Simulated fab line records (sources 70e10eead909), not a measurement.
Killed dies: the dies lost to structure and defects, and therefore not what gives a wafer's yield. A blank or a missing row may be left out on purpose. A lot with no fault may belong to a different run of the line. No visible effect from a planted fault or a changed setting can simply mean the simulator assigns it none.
Which tool was responsible? || flow nand_harc || 6 lots, 18 wafers sampled, at 4 steps of a route of 1302

WHAT THE GAUGES SHOWED, per wafer
NHARC_A_ONON_D2_THK_MEAS_30: measures by ellipsometry.
{"lot": "L921", "measured": "day 13 19:46", "on": "film_metro-01", "thk_nm (nm)": "1009 1009 1009"}
{"lot": "L925", "measured": "day 15 15:51", "on": "film_metro-01", "thk_nm (nm)": "1106 1108 1108"}
{"lot": "L932", "measured": "day 19 07:16", "on": "film_metro-01", "thk_nm (nm)": "985 986 986"}
{"lot": "L936", "measured": "day 20 09:40", "on": "film_metro-01", "thk_nm (nm)": "1004 1004 1003"}
{"lot": "L937", "measured": "day 21 02:25", "on": "film_metro-01", "thk_nm (nm)": "993 994 992"}
{"lot": "L941", "measured": "day 22 06:53", "on": "film_metro-02", "thk_nm (nm)": "1009 1010 1009"}

EACH LOT AND THE TOOL THAT RAN IT (in order: tool; ch and the chambers of the sampled wafers; start)
{"lot": "L921", "NHARC_A_DECK1_JOINT_ETCHBACK_07": "rie_si-03 ch 2,3, day 11 22:05", "NHARC_A_DECK1_JOINT_ETCHBACK_00": "rie_si-01 ch 0,2,3, day 12 10:49", "NHARC_A_ONON_D2_DEP_28": "pecvd_onon-03 ch 0, day 13 19:25"}
{"lot": "L925", "NHARC_A_DECK1_JOINT_ETCHBACK_07": "rie_si-03 ch 1,2, day 13 15:31", "NHARC_A_DECK1_JOINT_ETCHBACK_00": "rie_si-03 ch 1,2,3, day 14 02:02", "NHARC_A_ONON_D2_DEP_28": "pecvd_onon-03 ch 0, day 15 15:24"}
{"lot": "L932", "NHARC_A_DECK1_JOINT_ETCHBACK_07": "rie_si-03 ch 1,2,3, day 17 10:32", "NHARC_A_DECK1_JOINT_ETCHBACK_00": "rie_si-01 ch 1,2, day 17 21:26", "NHARC_A_ONON_D2_DEP_28": "pecvd_onon-03 ch 0, day 19 06:45"}
{"lot": "L936", "NHARC_A_DECK1_JOINT_ETCHBACK_07": "rie_si-03 ch 0,2,3, day 18 06:17", "NHARC_A_DECK1_JOINT_ETCHBACK_00": "rie_si-06 ch 1,2,3, day 18 16:58", "NHARC_A_ONON_D2_DEP_28": "pecvd_onon-03 ch 0, day 20 09:09"}
{"lot": "L937", "NHARC_A_DECK1_JOINT_ETCHBACK_07": "rie_si-01 ch 1,2,3, day 18 14:49", "NHARC_A_DECK1_JOINT_ETCHBACK_00": "rie_si-06 ch 1,3, day 19 05:19", "NHARC_A_ONON_D2_DEP_28": "pecvd_onon-04 ch 0, day 21 01:54"}
{"lot": "L941", "NHARC_A_DECK1_JOINT_ETCHBACK_07": "rie_si-01 ch 0,1,2, day 20 01:36", "NHARC_A_DECK1_JOINT_ETCHBACK_00": "rie_si-03 ch 0,1,2, day 20 12:15", "NHARC_A_ONON_D2_DEP_28": "pecvd_onon-03 ch 0, day 22 06:26"}
- NHARC_A_DECK1_JOINT_ETCHBACK_07: etches the open film in HBr, target depth 105 nm, time 26.9 s.
- NHARC_A_DECK1_JOINT_ETCHBACK_00: etches the open film in HBr, target depth 30 nm, time 17.4 s.
- NHARC_A_ONON_D2_DEP_28: target thk 1000 nm.

THE ANSWER, worked out from the rows above alone
Rule: the lots themselves supply what counts as usual. The widest of any qualifying gaps counts: lots, ordered by their means at a reading, are off when they make up no more than a third of the lots, leave a main group of 4 or more, and stand apart from it by 3 or more times the standard deviation of that group's means. Not used: any main group whose means are identical at the precision the tables above print for the reading. A lot without any number at a reading at which 4 lots or more have one is off too. Where the step has rows for the other lots, those lots are counted as sound.
Off, at NHARC_A_ONON_D2_THK_MEAS_30 on thk_nm: L925. The main group has a mean of 1000 nm with a standard deviation of 9.3.
A tool fits if, at a process step before that reading, it ran every lot that is off, and no sound lot after the first of them. Those tools and the gauges at NHARC_A_ONON_D2_THK_MEAS_30 are tried in the same way. No candidate that was tried fits.

WHAT THE SIMULATOR PUT IN
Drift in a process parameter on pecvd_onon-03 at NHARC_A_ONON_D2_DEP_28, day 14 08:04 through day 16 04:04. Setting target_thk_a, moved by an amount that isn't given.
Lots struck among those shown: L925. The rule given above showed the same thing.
